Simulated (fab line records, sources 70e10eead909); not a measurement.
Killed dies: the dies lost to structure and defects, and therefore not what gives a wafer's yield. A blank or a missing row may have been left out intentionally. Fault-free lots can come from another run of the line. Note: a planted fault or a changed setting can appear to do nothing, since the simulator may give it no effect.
A single fault, viewed from 2 desks || flow nand_harc || every desk sees just its own numbers, and what lay behind them comes last

== METROLOGY DESK ==
What the gauges read for every lot (on any tool): the sampled wafers with a number, averaged. Any lot whose mean is over 4 standard deviations away from the usual mean is out of limits and marked OUT; that distance is given in the brackets.
Columns: A = thk_nm at NHARC_A_ONON_D1_THK_MEAS_08, usual 1001 nm; B = thk_nm at NHARC_A_ONON_D1_THK_MEAS_11, usual 998 nm
{"lot": "L441", "first seen here": "day 8 11:13", "A": 996, "B": 1010}
{"lot": "L440", "first seen here": "day 8 11:14", "A": 1009, "B": 990}
{"lot": "L442", "first seen here": "day 9 01:49", "A": 1005, "B": 991}
{"lot": "L447", "first seen here": "day 10 16:38", "A": 994, "B": 996}
{"lot": "L450", "first seen here": "day 12 00:33", "A": 1009, "B": "1871 (+99 or more) OUT"}
{"lot": "L451", "first seen here": "day 12 08:49", "A": 993, "B": "1866 (+99 or more) OUT"}
{"lot": "L452", "first seen here": "day 12 16:56", "A": 999, "B": 1002}
{"lot": "L454", "first seen here": "day 13 18:31", "A": 1000, "B": 1006}
{"lot": "L456", "first seen here": "day 14 14:08", "A": 993, "B": 989}
{"lot": "L457", "first seen here": "day 14 21:19", "A": 995, "B": 992}
{"lot": "L460", "first seen here": "day 16 08:12", "A": 985, "B": 1000}
{"lot": "L461", "first seen here": "day 16 12:23", "A": 999, "B": 993}
{"lot": "L462", "first seen here": "day 16 17:57", "A": 1007, "B": 1001}
{"lot": "L463", "first seen here": "day 17 12:41", "A": 990, "B": 1010}
This desk's finding: out of limits on L450, L451; first on L450, day 12 01:07 (thk_nm at NHARC_A_ONON_D1_THK_MEAS_11). In limits: L441, L440, L442, L447, L452, L454, L456, L457, L460, L461, L462, L463.

== THE DEFECT DESK ==
For each lot, the counts of the inspections along the route, averaged over the sampled wafers that have a number. Any lot whose mean is over 4 standard deviations away from the usual mean is out of limits and marked OUT; that distance is given in the brackets.
Columns: A = raw_defect_count at NHARC_P_BONDPAD_INSPECT_23, usual 314
{"lot": "L441", "first seen here": "day 7 06:09", "A": 276}
{"lot": "L440", "first seen here": "day 7 06:56", "A": 308}
{"lot": "L442", "first seen here": "day 7 23:26", "A": 217}
{"lot": "L447", "first seen here": "day 9 12:58", "A": 402}
{"lot": "L450", "first seen here": "day 10 23:55", "A": 540}
{"lot": "L451", "first seen here": "day 11 07:05", "A": 352}
{"lot": "L452", "first seen here": "day 11 13:38", "A": 307}
{"lot": "L454", "first seen here": "day 12 20:05", "A": 310}
{"lot": "L456", "first seen here": "day 13 13:10", "A": 191}
{"lot": "L457", "first seen here": "day 13 17:42", "A": 329}
{"lot": "L460", "first seen here": "day 15 07:15", "A": 233}
{"lot": "L461", "first seen here": "day 15 12:02", "A": 404}
{"lot": "L462", "first seen here": "day 15 16:47", "A": 329}
{"lot": "L463", "first seen here": "day 16 07:29", "A": 392}
This desk's verdict: no lot among the 14 shows anything out of limits.

== ALL TOGETHER ==
The metrology desk could have raised an alarm at day 12 01:07, on L450, L451.
Nothing the defect desk looked at was out of limits.
The defect desk has L450, L451 on record, within its limits.
Of the lots named, all ran NHARC_A_ONON_D1_DEP_09 on pecvd_onon-04.

== WHAT WAS PUT IN BY THE SIMULATOR ==
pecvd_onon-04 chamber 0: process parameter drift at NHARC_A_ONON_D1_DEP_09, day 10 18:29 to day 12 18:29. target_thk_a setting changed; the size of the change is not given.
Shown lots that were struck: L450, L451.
Time in hours between the start of the fault and the first out-of-limits reading at each desk: metrology desk, 31.
